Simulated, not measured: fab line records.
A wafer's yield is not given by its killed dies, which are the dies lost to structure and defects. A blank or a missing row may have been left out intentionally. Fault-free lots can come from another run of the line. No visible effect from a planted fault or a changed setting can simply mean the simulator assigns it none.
fab line records	flow n5-finfet
[record] lots = 10	wafers = 30	last-day = 18
route steps=1938 shown BEOL_M10@1491 PASSIVATION@1936
lots that met no fault: from a run of the same line without faults
start-h: start of the lot's first displayed wafer, in hours after the record's first day	wait-h: hours elapsed since this lot's preceding step	" repeats the value in the row above	L1.1+2: a row that stands for several wafers	- either no value or no given start	* or withheld: withheld	< > ~ a bound
route shown NAME@n: names a module that has steps shown in the file, with the first one's number in the route	usual: mean/standard deviation of fault-free wafers	same: alike in all rows	chamber/n: place in a boat	sites: per-site readings	_std_site: standard deviation of those values	_edge_site: inner sites' mean taken away from outer sites' mean	radius-mm: for every site, how far away it sits from the centre of the wafer	mask NAME#n: copy n	behind: the most recent tool/chamber to have shaped the wafer	hold: why the lot was held/for how many hours/how that ended	device: which transistor (n, p or np) failed to switch	end of line: the route-end tests of the same wafers	step lacking rows: just its recipe	killed: count of dies lost to structure and defects at first sort (not the wafer's yield)	map: the dies of a wafer, with x for killed, . for not killed, _ for no die there
set.NAME: the setting the step ran with; set.NAME@STEP: the setting that earlier step ran with	model.NAME: the simulator's own value behind a step, which no gauge read
steps of the route over a sample of lots; a table a step, a row a wafer
services: from which hour (start-h, from the record's first day; less than 0 if before it) a tool's chamber was out of use, for how many hours, and why
[[steps]]
[step N5_BEOL_M10_HM_OPEN_17]
[recipe] chemistry = Cl2/BCl3	target-depth-a = 200	overetch-a = 60	target = TiN	mask-material = SOC	ion-energy-ev = 150	pressure-mtorr = 10	icp-w = 1000	bias-w = 126	Cl2_flow_sccm = 53.25	bcl3-flow-sccm = 21.75	Ar_flow_sccm = 25
[usual] drypump-motor-current-A = 5.5/0.67	oes-product-au = 0.69/0.041	throttle-valve-pct = 21.98/0.16
lot.wafer	tool	chamber	start-h	wait-h	drypump-motor-current-A	oes-product-au	rf-hours-counter-h	throttle-valve-pct
L464.1	rie-metal-03	1	218.97	0.0	6.2	0.69	28	21.99
L464.2	"	0	"	"	4.7	0.76	15	21.83
L464.4	"	1	"	"	6.2	0.69	-	21.98
L465.1	rie-metal-03	1	234.97	0.0	6.2	0.68	29	21.99
L465.4	"	0	"	"	4.7	0.74	-	21.85
L465.6	"	1	"	"	6.2	0.68	-	21.98
L470.4	rie-metal-03	1	262.25	0.1	6.2	0.68	-	21.98
L470.5	"	0	"	"	4.7	0.75	-	21.85
L470.6	"	1	"	"	6.2	0.68	-	21.99
L469.2	rie-metal-01	1	263.17	0.0	5.0	0.62	66	22.38
L469.4	"	1	"	"	5.0	0.62	-	22.38
L469.5	"	1	"	"	5.0	0.62	-	22.37
L471.1	rie-metal-01	0	266.08	0.0	6.2	0.68	36	21.81
L471.2	"	1	"	"	5.0	0.63	66	22.38
L471.6	"	1	"	"	5.0	0.62	-	22.35
L472.3	rie-metal-03	1	276.02	0.1	6.2	0.67	-	21.99
L472.5	"	0	"	"	4.7	0.73	-	21.87
L472.6	"	1	"	"	6.2	0.66	-	21.99
L474.1	rie-metal-01	0	300.89	0.0	6.1	0.66	40	21.85
L474.2	"	1	"	"	5.0	0.62	70	22.37
L474.3	"	0	"	"	6.1	0.67	-	21.85
L475.1	rie-metal-02	0	305.03	0.0	6.0	0.65	54	21.87
L475.3	"	1	"	"	5.2	0.71	-	22.15
L475.4	"	0	"	"	6.1	0.64	-	21.85
L478.3	rie-metal-03	1	312.10	0.1	6.2	0.67	-	21.99
L478.4	"	0	"	"	4.7	0.73	-	21.87
L478.6	"	1	"	"	6.2	0.68	-	21.98
L484.3	rie-metal-03	0	359.44	0.1	4.7	0.72	-	21.88
L484.5	"	0	"	"	4.7	0.71	-	21.89
L484.6	"	1	"	"	6.2	0.65	-	22.01
[step N5_BEOL_M10_STRIP_19]
[recipe] chemistry = O2	power-w = 400	temp-c = 40	pressure-mtorr = 30	rf-frequency-hz = 6e+07	bias-power-w = 0	overash-fraction = 0.2	o2-flow-sccm = 225
[usual] chamber-pressure-mTorr = 30.00/0.034	drypump-motor-current-A = 5.6/0.4	oes-product-au = 0.80/0.076	rf-vpp-V = 3.7/0.63	showerhead-plenum-p-Torr = 2.10/0.062	throttle-valve-pct = 16.58/0.17
lot.wafer	tool	chamber	start-h	wait-h	chamber-pressure-mTorr	drypump-motor-current-A	oes-product-au	rf-hours-counter-h	rf-vpp-V	showerhead-plenum-p-Torr	throttle-valve-pct
L464.1	rie-diel-02	0	219.08	0.1	29.98	5.4	0.78	128	4.6	2.10	16.47
L464.2	"	2	"	"	29.98	6.6	0.75	168	4.0	2.02	16.65
L464.4	"	3	"	"	30.00	5.5	0.86	55	3.5	2.05	16.68
L465.1	rie-diel-05	3	235.09	0.1	29.89	5.7	0.69	224	3.8	2.09	16.70
L465.4	"	1	"	"	29.95	5.4	0.92	15	2.4	2.06	16.55
L465.6	"	1	"	"	30.05	5.4	0.92	-	3.1	2.06	16.55
L470.4	rie-diel-04	3	262.60	0.3	30.00	5.0	0.84	66	3.0	2.22	16.45
L470.5	"	0	"	"	30.06	5.9	0.75	-	4.1	2.08	16.66
L470.6	"	1	"	"	30.00	5.4	0.87	-	3.1	2.05	16.23
L469.2	rie-diel-04	0	263.36	0.2	30.01	5.9	0.75	202	4.3	2.08	16.66
L469.4	"	2	"	"	30.02	5.7	0.70	208	3.2	2.16	16.85
L469.5	"	3	"	"	30.04	5.0	0.84	-	3.3	2.22	16.46
L471.1	rie-diel-02	2	266.35	0.2	30.01	6.6	0.73	184	3.6	2.01	16.69
L471.2	"	0	"	"	30.01	5.4	0.77	144	2.8	2.10	16.49
L471.6	"	1	"	"	30.03	5.4	0.87	-	4.3	2.11	16.52
L472.3	rie-diel-05	2	276.11	0.1	30.01	5.8	0.68	230	4.0	2.14	16.35
L472.5	"	1	"	"	29.99	5.4	0.92	-	4.1	2.06	16.55
L472.6	"	0	"	"	29.99	5.6	0.82	-	3.8	2.21	16.60
L474.1	rie-diel-05	0	301.09	0.2	29.96	5.6	0.82	92	3.5	2.21	16.62
L474.2	"	2	"	"	29.96	5.8	0.68	237	4.1	2.14	16.36
L474.3	"	3	"	"	29.98	5.7	0.68	249	2.8	2.08	16.76
L475.1	rie-diel-02	1	305.16	0.1	30.04	5.4	0.87	46	4.3	2.10	16.52
L475.3	"	0	"	"	30.02	5.4	0.75	156	3.7	2.10	16.52
L475.4	"	3	"	"	30.00	5.5	0.83	85	2.9	2.04	16.75
L478.3	rie-diel-04	3	312.18	0.1	30.06	5.0	0.84	84	3.6	2.22	16.48
L478.4	"	2	"	"	30.01	5.7	0.70	222	2.7	2.16	16.90
L478.6	"	2	"	"	29.99	5.7	0.71	-	5.2	2.16	16.91
L484.3	rie-diel-02	0	359.54	0.1	29.97	5.4	0.73	178	3.1	2.09	16.56
L484.5	"	3	"	"	29.96	5.5	0.81	-	4.2	2.03	16.77
L484.6	"	2	"	"	29.99	6.6	0.72	-	4.4	2.00	16.77
[step N5_BEOL_M10_STRIP_77]
[recipe] chemistry = N2/H2	time-s = 10	power-w = 450	temp-c = 40	pressure-mtorr = 20	rf-frequency-hz = 6e+07	bias-power-w = 7	n2-flow-sccm = 200	h2-flow-sccm = 200
[usual] chamber-pressure-mTorr = 20.002/0.017	drypump-motor-current-A = 5.6/0.38	oes-product-au = 0.79/0.072	rf-vpp-V = 59.2/0.89	showerhead-plenum-p-Torr = 2.56/0.082	throttle-valve-pct = 23.63/0.28
lot.wafer	tool	chamber	start-h	wait-h	chamber-pressure-mTorr	drypump-motor-current-A	oes-product-au	rf-hours-counter-h	rf-vpp-V	showerhead-plenum-p-Torr	throttle-valve-pct
L464.1	rie-diel-04	0	220.32	-	20.013	5.9	0.76	186	61.6	2.53	23.45
L464.2	"	3	"	"	19.991	5.0	0.87	50	58.9	2.69	23.60
L464.4	"	1	"	"	20.030	5.4	0.90	18	59.1	2.51	23.52
L465.1	rie-diel-04	3	236.71	-	20.017	5.0	0.87	55	58.3	2.69	23.59
L465.4	"	2	"	"	20.004	5.7	0.73	197	59.2	2.62	24.09
L465.6	"	2	"	"	20.031	5.7	0.72	-	59.5	2.62	24.09
L470.4	rie-diel-02	2	264.08	-	19.985	6.6	0.74	183	58.8	2.41	23.59
L470.5	"	2	"	"	20.022	6.6	0.74	-	59.4	2.41	23.57
L470.6	"	3	"	"	20.007	5.5	0.84	-	59.3	2.47	23.70
L469.2	rie-diel-02	0	264.90	-	20.027	5.4	0.77	143	58.4	2.55	23.43
L469.4	"	2	"	"	19.997	6.6	0.74	183	59.4	2.41	23.59
L469.5	"	1	"	"	20.019	5.4	0.88	-	60.4	2.60	23.76
L471.1	rie-diel-02	2	268.13	-	20.025	6.6	0.74	185	58.4	2.41	23.59
L471.2	"	0	"	"	20.006	5.4	0.77	144	58.6	2.54	23.40
L471.6	"	0	"	"	20.018	5.4	0.77	-	59.3	2.54	23.41
L472.3	rie-diel-05	3	277.35	-	19.993	5.7	0.68	241	59.7	2.48	23.25
L472.5	"	3	"	"	20.010	5.7	0.67	-	58.5	2.48	23.24
L472.6	"	2	"	"	19.997	5.8	0.69	-	60.8	2.60	22.97
L474.1	rie-diel-04	0	304.60	-	20.037	5.9	0.73	216	60.3	2.52	23.48
L474.2	"	3	"	"	19.995	5.0	0.84	81	61.6	2.68	23.64
L474.3	"	2	"	"	19.969	5.7	0.71	219	58.3	2.61	24.12
L475.1	rie-diel-04	1	307.36	-	20.018	5.4	0.85	50	59.6	2.49	23.57
L475.3	"	0	"	"	20.009	5.9	0.74	217	59.0	2.52	23.48
L475.4	"	2	"	"	20.012	5.7	0.71	220	60.1	2.61	24.10
L478.3	rie-diel-02	0	313.10	-	20.015	5.4	0.75	159	59.8	2.54	23.43
L478.4	"	2	"	"	20.010	6.6	0.73	-	58.7	2.40	23.62
L478.6	"	1	"	"	19.978	5.4	0.86	-	59.9	2.59	23.79
L484.3	rie-diel-04	3	361.69	-	20.004	5.0	0.81	103	59.5	2.67	23.67
L484.5	"	1	"	"	26.006	5.4	0.81	-	57.8	2.49	23.59
L484.6	"	2	"	"	19.992	5.7	0.69	-	60.4	2.60	24.13
[step N5_BEOL_M10_DEGAS_44]
[recipe] ambient = vacuum	temp-c = 250	time-s = 60
[usual] heater-power-w = 337/28
lot.wafer	tool	chamber	start-h	wait-h	heater-power-w
L464.1	pvd-sputter-03	-	221.15	0.4	343
L464.2	"	-	"	"	319
L464.4	"	-	"	"	395
L465.1	pvd-sputter-01	-	238.02	1.0	337
L465.4	"	-	"	"	329
L465.6	"	-	"	"	320
L470.4	pvd-sputter-02	-	264.78	0.2	308
L470.5	"	-	"	"	316
L470.6	"	-	"	"	351
L469.2	pvd-sputter-02	-	265.58	0.3	298
L469.4	"	-	"	"	334
L469.5	"	-	"	"	306
L471.1	pvd-sputter-01	-	269.15	0.7	341
L471.2	"	-	"	"	325
L471.6	"	-	"	"	317
L472.3	pvd-sputter-02	-	278.61	0.7	300
L472.5	"	-	"	"	335
L472.6	"	-	"	"	312
L474.1	pvd-sputter-03	-	305.83	0.9	341
L474.2	"	-	"	"	308
L474.3	"	-	"	"	389
L475.1	pvd-sputter-03	-	308.03	0.3	322
L475.3	"	-	"	"	332
L475.4	"	-	"	"	306
L478.3	pvd-sputter-01	-	313.91	0.3	314
L478.4	"	-	"	"	339
L478.6	"	-	"	"	325
L484.3	pvd-sputter-02	-	362.48	0.4	314
L484.5	"	-	"	"	297
L484.6	"	-	"	"	338
[step N5_PASSIVATION_PROBE_49]
[usual] defect-limited-yield = 91.0/1.5	killed_at_M0_to_M3 = 34/9.1	killed_at_M4_up = 14/5.7	killed-at-contacts = 13/5.7	killed-at-front-end = 42/12	killed-at-other = 4/3.4	killed-dies = 106/17	killed-on-rim = 14/4.3	killed-open = 70/13	killed-short = 34/7.5	sort_bin_5_function = 5.2/0.94	sort_bin_6_memory = 3.4/0.69	sort-n-pass = 1074/17	sort-yield-pct = 91.0/1.5
[same] gross-dies = 1180	killed-at-back-side = 0	sort_bin_4_leakage[%] = 0	sort_bin_8_speed[%] = 0
lot.wafer	tool	chamber	start-h	wait-h	defect-limited-yield[%]	killed_at_M0_to_M3	killed_at_M4_up	killed-at-contacts	killed-at-front-end	killed-at-other	killed-dies	killed-on-rim	killed-open	killed-short	sort_bin_5_function[%]	sort_bin_6_memory[%]	sort-n-pass	sort-yield-pct[%]
L464.1	prober-02	-	270.10	0.0	89.5	34	18	19	52	1	124	15	85	39	6.1	4.2	1056	89.5
L464.2	prober-02	-	270.15	0.1	92.3	34	13	2	40	2	91	8	54	35	4.7	2.5	1089	92.3
L464.4	prober-02	-	270.25	0.2	89.2	50	14	15	46	2	127	13	86	41	5.3	4.9	1053	89.2
L465.1	prober-01	-	294.10	0.0	91.7	32	25	7	31	3	98	15	74	22	4.9	3.2	1082	91.7
L465.4	prober-01	-	294.25	0.2	90.6	28	15	18	42	8	111	11	71	36	5.3	3.6	1069	90.6
L465.6	prober-01	-	294.35	0.3	91.9	33	5	12	42	4	96	11	64	32	4.8	3.1	1084	91.9
L470.4	prober-02	-	314.52	0.2	91.3	27	9	16	45	6	103	15	66	37	5.3	3.1	1077	91.3
L470.5	prober-02	-	314.57	0.2	90.9	28	16	14	47	2	107	20	69	38	6.0	2.9	1073	90.9
L470.6	prober-02	-	314.62	0.3	90.8	37	17	19	31	5	109	11	71	38	4.7	4.4	1071	90.8
L469.2	prober-01	-	320.40	0.1	90.2	29	16	8	57	6	116	18	83	30	6.0	3.6	1064	90.2
L469.4	prober-01	-	320.50	0.2	89.2	40	17	20	49	2	128	13	88	39	7.2	3.4	1052	89.2
L469.5	prober-01	-	320.55	0.2	90.3	44	9	16	40	6	115	16	69	44	5.3	3.9	1065	90.3
L471.1	prober-02	-	325.77	0.0	87.9	61	8	12	59	3	143	17	98	45	7.1	4.4	1037	87.9
L471.2	prober-02	-	325.82	0.1	89.2	50	9	8	60	0	127	18	88	39	6.2	4.3	1053	89.2
L471.6	prober-02	-	326.02	0.3	89.3	52	7	5	60	2	126	14	89	34	6.4	3.5	1054	89.3
L472.3	prober-02	-	333.64	0.1	91.9	19	24	11	22	19	95	20	59	36	5.0	3.0	1085	91.9
L472.5	prober-02	-	333.74	0.2	90.0	21	32	15	42	8	118	10	76	38	5.3	3.6	1062	90.0
L472.6	prober-02	-	333.79	0.3	89.7	28	23	14	50	7	122	12	72	49	5.6	4.5	1058	89.7
L474.1	prober-01	-	351.56	0.0	91.9	49	9	8	27	2	95	15	64	31	4.8	2.7	1085	91.9
L474.2	prober-01	-	351.61	0.1	91.6	27	11	13	47	1	99	9	65	34	4.1	4.1	1081	91.6
L474.3	prober-01	-	351.66	0.1	91.1	31	6	10	55	3	105	12	68	37	4.9	3.4	1075	91.1
L475.1	prober-02	-	356.70	0.0	91.9	26	12	10	45	3	96	12	65	28	4.5	3.2	1084	91.9
L475.3	prober-02	-	356.80	0.1	90.8	27	7	13	59	2	108	8	72	34	5.7	3.1	1072	90.8
L475.4	prober-02	-	356.85	0.2	91.4	21	13	13	50	4	101	17	74	24	5.4	2.9	1079	91.4
L478.3	prober-01	-	358.59	0.1	92.0	26	11	13	34	10	94	3	50	44	4.7	3.0	1086	92.0
L478.4	prober-01	-	358.64	0.2	93.1	29	18	4	28	2	81	13	61	20	3.6	3.1	1099	93.1
L478.6	prober-01	-	358.74	0.3	89.4	50	17	17	20	21	125	17	83	41	5.8	4.3	1055	89.4
L484.3	prober-01	-	422.63	0.1	92.1	24	9	12	38	10	93	7	66	25	4.7	2.9	1087	92.1
L484.5	prober-01	-	422.73	0.2	91.6	45	9	11	34	0	99	11	54	41	5.3	2.4	1081	91.6
L484.6	prober-01	-	422.78	0.3	91.9	35	3	10	44	3	95	18	54	37	3.8	3.3	1085	91.9
// killed by level:class
L464.1 BEOL_M4:geometric-particle:open=15 MOL_CONTACT_COAG:geometric-particle:open=15 STI_FIN_REVEAL:geometric-particle:open=11 FIN_SAQP:geometric-particle:short=10 FIN_SAQP:geometric-particle:open=9 BEOL_M0_SAQP:geometric-particle:open=7 BEOL_M2:geometric-particle:open=7 STARTING-WAFER:geometric-particle:short=5
L464.2 GATE_CUT:geometric-particle:short=9 STI_FIN_REVEAL:geometric-particle:open=8 FIN_SAQP:geometric-particle:open=7 FIN_SAQP:geometric-particle:short=7 BEOL_M0_SAQP:geometric-particle:short=7 BEOL_M0_SAQP:geometric-particle:open=7 BEOL_M1:geometric-particle:open=7 BEOL_M2:geometric-particle:open=5
L464.4 MOL_CONTACT_COAG:geometric-particle:open=12 BEOL_M1:geometric-particle:open=12 STI_FIN_REVEAL:geometric-particle:open=11 BEOL_M0_SAQP:geometric-particle:short=9 BEOL_M0_SAQP:geometric-particle:open=9 BEOL_M3:geometric-particle:open=8 BEOL_M4:geometric-particle:open=6 FIN_SAQP:geometric-particle:open=5
L465.1 STI_FIN_REVEAL:geometric-particle:open=11 BEOL_M4:geometric-particle:open=9 FIN_SAQP:geometric-particle:open=6 BEOL_M3:geometric-particle:open=6 BEOL_M5:geometric-particle:open=6 BEOL_M0_SAQP:geometric-particle:short=5 MOL_CONTACT_COAG:geometric-particle:open=5 BEOL_M1:geometric-particle:open=5
L465.4 MOL_CONTACT_COAG:geometric-particle:open=15 FIN_SAQP:geometric-particle:short=10 FIN_SAQP:geometric-particle:open=10 BEOL_M1:geometric-particle:open=9 STI_FIN_REVEAL:geometric-particle:open=8 BEOL_M0_SAQP:geometric-particle:short=4 BEOL_M0:geometric-particle:open=4 BEOL_M3:geometric-particle:open=4
L465.6 BEOL_M3:geometric-particle:open=13 FIN_SAQP:geometric-particle:open=10 MOL_CONTACT_COAG:geometric-particle:open=10 FIN_SAQP:geometric-particle:short=8 DUMMY_GATE:geometric-particle:open=7 BEOL_M0_SAQP:geometric-particle:short=7 STI_FIN_REVEAL:geometric-particle:open=5 STI_FIN_REVEAL:geometric-particle:short=4
L470.4 MOL_CONTACT_COAG:geometric-particle:open=14 STI_FIN_REVEAL:geometric-particle:open=8 GATE_CUT:geometric-particle:short=7 BEOL_M0_SAQP:geometric-particle:short=7 BEOL_M3:geometric-particle:open=7 FIN_SAQP:geometric-particle:open=6 BEOL_M4:geometric-particle:open=6 FIN_SAQP:geometric-particle:short=5
L470.5 FIN_SAQP:geometric-particle:open=16 MOL_CONTACT_COAG:geometric-particle:open=11 BEOL_M4:geometric-particle:open=9 FIN_SAQP:geometric-particle:short=8 STI_FIN_REVEAL:geometric-particle:open=7 BEOL_M3:geometric-particle:open=7 BEOL_M2:geometric-particle:short=6 DUMMY_GATE:geometric-particle:open=4
L470.6 MOL_CONTACT_COAG:geometric-particle:open=15 BEOL_M4:geometric-particle:open=13 FIN_SAQP:geometric-particle:short=9 BEOL_M0_SAQP:geometric-particle:open=8 BEOL_M0_SAQP:geometric-particle:short=8 BEOL_M3:geometric-particle:open=8 FIN_SAQP:geometric-particle:open=6 BEOL_M1:geometric-particle:open=6
L469.2 STI_FIN_REVEAL:geometric-particle:open=20 FIN_SAQP:geometric-particle:open=14 FIN_SAQP:geometric-particle:short=6 MOL_CONTACT_COAG:geometric-particle:open=6 BEOL_M3:geometric-particle:open=6 BEOL_M0_SAQP:geometric-particle:open=5 BEOL_M1:geometric-particle:open=5 BEOL_M4:geometric-particle:open=5
L469.4 MOL_CONTACT_COAG:geometric-particle:open=16 FIN_SAQP:geometric-particle:open=14 FIN_SAQP:geometric-particle:short=10 BEOL_M3:geometric-particle:open=10 BEOL_M4:geometric-particle:open=10 BEOL_M0_SAQP:geometric-particle:open=9 BEOL_M0_SAQP:geometric-particle:short=7 STI_FIN_REVEAL:geometric-particle:open=6
L469.5 MOL_CONTACT_COAG:geometric-particle:open=16 FIN_SAQP:geometric-particle:open=13 BEOL_M1:geometric-particle:open=12 BEOL_M0_SAQP:geometric-particle:short=11 BEOL_M3:geometric-particle:open=9 FIN_SAQP:geometric-particle:short=8 ILD0:geometric-particle:short=5 MIM_TOP:geometric-particle:short=4
L471.1 BEOL_M3:geometric-particle:open=23 BEOL_M2:geometric-particle:open=18 FIN_SAQP:geometric-particle:open=14 MOL_CONTACT_COAG:geometric-particle:open=10 FIN_SAQP:geometric-particle:short=9 STI_FIN_REVEAL:geometric-particle:open=8 BEOL_M3:geometric-particle:short=7 ILD0:geometric-particle:open=6
L471.2 STI_FIN_REVEAL:geometric-particle:open=21 BEOL_M3:geometric-particle:open=17 BEOL_M2:geometric-particle:open=9 STI_FIN_REVEAL:geometric-particle:short=8 BEOL_M0_SAQP:geometric-particle:short=8 MOL_CONTACT_COAG:geometric-particle:open=7 FIN_SAQP:geometric-particle:open=6 FIN_SAQP:geometric-particle:short=5
L471.6 BEOL_M3:geometric-particle:open=21 STI_FIN_REVEAL:geometric-particle:open=16 FIN_SAQP:geometric-particle:open=15 BEOL_M0_SAQP:geometric-particle:open=14 FIN_SAQP:geometric-particle:short=9 BEOL_M0_SAQP:geometric-particle:short=8 BEOL_M4:geometric-particle:open=6 DUMMY_GATE:geometric-particle:open=5
L472.3 MOL_CONTACT_COAG:geometric-particle:open=11 BEOL_M4:geometric-particle:open=10 GATE_CUT:geometric-particle:short=8 BEOL_M0_SAQP:geometric-particle:open=6 BEOL_M3:geometric-particle:open=6 BEOL_M4:geometric-particle:short=6 MIM_TOP_ETCH:geometric-particle:open=5 PASS1_CAP:geometric-particle:open=4
L472.5 BEOL_M4:geometric-particle:open=19 MOL_CONTACT_COAG:geometric-particle:open=10 STI_FIN_REVEAL:geometric-particle:open=8 BEOL_M0_SAQP:geometric-particle:open=8 FIN_SAQP:geometric-particle:short=6 BEOL_M0_SAQP:geometric-particle:short=6 GATE_CUT:geometric-particle:short=5 BEOL_M4:geometric-particle:short=5
L472.6 BEOL_M4:geometric-particle:open=15 BEOL_M3:geometric-particle:open=12 FIN_SAQP:geometric-particle:short=11 MOL_CONTACT_COAG:geometric-particle:open=11 STI_FIN_REVEAL:geometric-particle:open=10 FIN_SAQP:geometric-particle:open=8 BEOL_M0_SAQP:geometric-particle:short=7 GATE_CUT:geometric-particle:short=5
L474.1 BEOL_M2:geometric-particle:open=12 STI_FIN_REVEAL:geometric-particle:open=10 BEOL_M0_SAQP:geometric-particle:short=9 MOL_CONTACT_COAG:geometric-particle:open=7 BEOL_M0_SAQP:geometric-particle:open=7 BEOL_M1:geometric-particle:open=7 GATE_CUT:geometric-particle:short=6 BEOL_M3:geometric-particle:open=6
L474.2 MOL_CONTACT_COAG:geometric-particle:open=11 STI_FIN_REVEAL:geometric-particle:open=10 BEOL_M2:geometric-particle:open=9 GATE_CUT:geometric-particle:short=8 GATE_CUT:geometric-particle:open=7 FIN_SAQP:geometric-particle:short=6 BEOL_M0_SAQP:geometric-particle:short=6 FIN_SAQP:geometric-particle:open=5
L474.3 STI_FIN_REVEAL:geometric-particle:open=23 FIN_SAQP:geometric-particle:open=10 BEOL_M0_SAQP:geometric-particle:short=10 MOL_CONTACT_COAG:geometric-particle:open=9 BEOL_M0_SAQP:geometric-particle:open=9 FIN_SAQP:geometric-particle:short=6 GATE_CUT:geometric-particle:short=6 BEOL_M2:geometric-particle:open=4
L475.1 FIN_SAQP:geometric-particle:open=12 BEOL_M3:geometric-particle:open=7 FIN_SAQP:geometric-particle:short=6 MOL_CONTACT_COAG:geometric-particle:open=6 STI_FIN_REVEAL:geometric-particle:open=5 BEOL_M0_SAQP:geometric-particle:open=5 BEOL_M1:geometric-particle:open=5 DUMMY_GATE:geometric-particle:open=4
L475.3 FIN_SAQP:geometric-particle:open=19 FIN_SAQP:geometric-particle:short=11 STI_FIN_REVEAL:geometric-particle:open=10 MOL_CONTACT_COAG:geometric-particle:open=9 BEOL_M3:geometric-particle:open=8 BEOL_M0_SAQP:geometric-particle:short=5 DUMMY_GATE:geometric-particle:open=4 GATE_CUT:geometric-particle:open=4
L475.4 FIN_SAQP:geometric-particle:open=17 MOL_CONTACT_COAG:geometric-particle:open=12 GATE_CUT:geometric-particle:open=6 BEOL_M0_SAQP:geometric-particle:short=5 BEOL_M3:geometric-particle:open=5 FIN_SAQP:geometric-particle:short=4 STI_FIN_REVEAL:geometric-particle:open=4 DUMMY_GATE:geometric-particle:open=4
L478.3 MOL_CONTACT_COAG:geometric-particle:open=11 FIN_SAQP:geometric-particle:short=9 FIN_SAQP:geometric-particle:open=7 BEOL_M0_SAQP:geometric-particle:short=6 BEOL_M3:geometric-particle:open=6 BEOL_M3:geometric-particle:short=6 PASS1_CAP:geometric-particle:short=5 STI_FIN_REVEAL:geometric-particle:open=3
L478.4 FIN_SAQP:geometric-particle:open=11 BEOL_M0_SAQP:geometric-particle:open=9 BEOL_M3:geometric-particle:open=7 BEOL_M4:geometric-particle:open=6 BEOL_M7:geometric-particle:open=6 FIN_SAQP:geometric-particle:short=5 STI_FIN_REVEAL:geometric-particle:open=5 BEOL_M0_SAQP:geometric-particle:short=5
L478.6 BEOL_M3:geometric-particle:open=14 MOL_CONTACT_COAG:geometric-particle:open=12 BEOL_M0_SAQP:geometric-particle:open=9 BEOL_M1:geometric-particle:open=8 BEOL_M3:geometric-particle:short=7 MOL_CONTACT_COAG:geometric-particle:short=5 BEOL_M4:geometric-particle:open=5 BEOL_M7:geometric-particle:open=5
L484.3 MOL_CONTACT_COAG:geometric-particle:open=10 STI_FIN_REVEAL:geometric-particle:open=7 BEOL_M2:geometric-particle:open=7 DUMMY_GATE:geometric-particle:open=6 BEOL_M0_SAQP:geometric-particle:open=5 PASS1_CAP:geometric-particle:short=5 FIN_SAQP:geometric-particle:open=4 GATE_CUT:geometric-particle:short=4
L484.5 BEOL_M0_SAQP:geometric-particle:short=17 BEOL_M2:geometric-particle:open=12 BEOL_M0_SAQP:geometric-particle:open=10 MOL_CONTACT_COAG:geometric-particle:open=9 FIN_SAQP:geometric-particle:short=6 STARTING-WAFER:geometric-particle:open=5 BEOL_M2:geometric-particle:short=4 FIN_SAQP:geometric-particle:open=3
L484.6 GATE_CUT:geometric-particle:open=10 GATE_CUT:geometric-particle:short=10 BEOL_M0_SAQP:geometric-particle:open=9 MOL_CONTACT_COAG:geometric-particle:open=8 FIN_SAQP:geometric-particle:short=6 BEOL_M0:geometric-particle:open=5 BEOL_M2:geometric-particle:open=5 BEOL_M0_SAQP:geometric-particle:short=4
[[services]]
tool	chamber	start-h	hours	kind
rie-diel-05	3	207.52	3.0	repair
rie-metal-02	1	207.66	7.3	repair
rie-metal-02	-	234.60	4.1	repair
rie-metal-02	1	238.84	7.9	repair
rie-diel-04	2	266.00	8.9	repair
rie-metal-03	-	276.10	14.6	pm
rie-diel-05	3	304.84	-	clean
rie-diel-05	3	304.84	-	consumable-replace:focus-ring
rie-diel-05	3	304.84	21.1	scheduled-down
rie-diel-05	3	304.84	21.1	vent-cycle
rie-diel-02	3	307.91	13.1	repair
rie-diel-05	2	328.06	-	clean
rie-diel-05	2	328.06	-	consumable-replace:focus-ring
rie-diel-05	1	337.55	4.0	repair
pvd-sputter-03	-	341.47	6.6	repair
rie-diel-05	-	352.42	0.5	repair
rie-metal-01	1	358.54	5.4	repair
[[key]]
[first-sign] step = N5_BEOL_M10_STRIP_77	reading = chamber-pressure-mTorr	direction = up	sigmas = 99+	usual = *	struck = *
effect none on later readings
met-at N5_BEOL_M10_STRIP_77
struck-lots L484
struck-wafers L484.5
not-acting-at N5_BEOL_M10_HM_OPEN_17,N5_BEOL_M10_STRIP_19,N5_BEOL_M10_DEGAS_44
onset-between 307.36 361.69
[fault] kind = process-parameter-drift	tool = rie-diel-04	chamber = 1	onset-h = 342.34	steps = N5_BEOL_M10_STRIP_77	channel = pressure-mtorr	offset = *	shape = step	end-h = 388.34	acts-in = *	stated = *
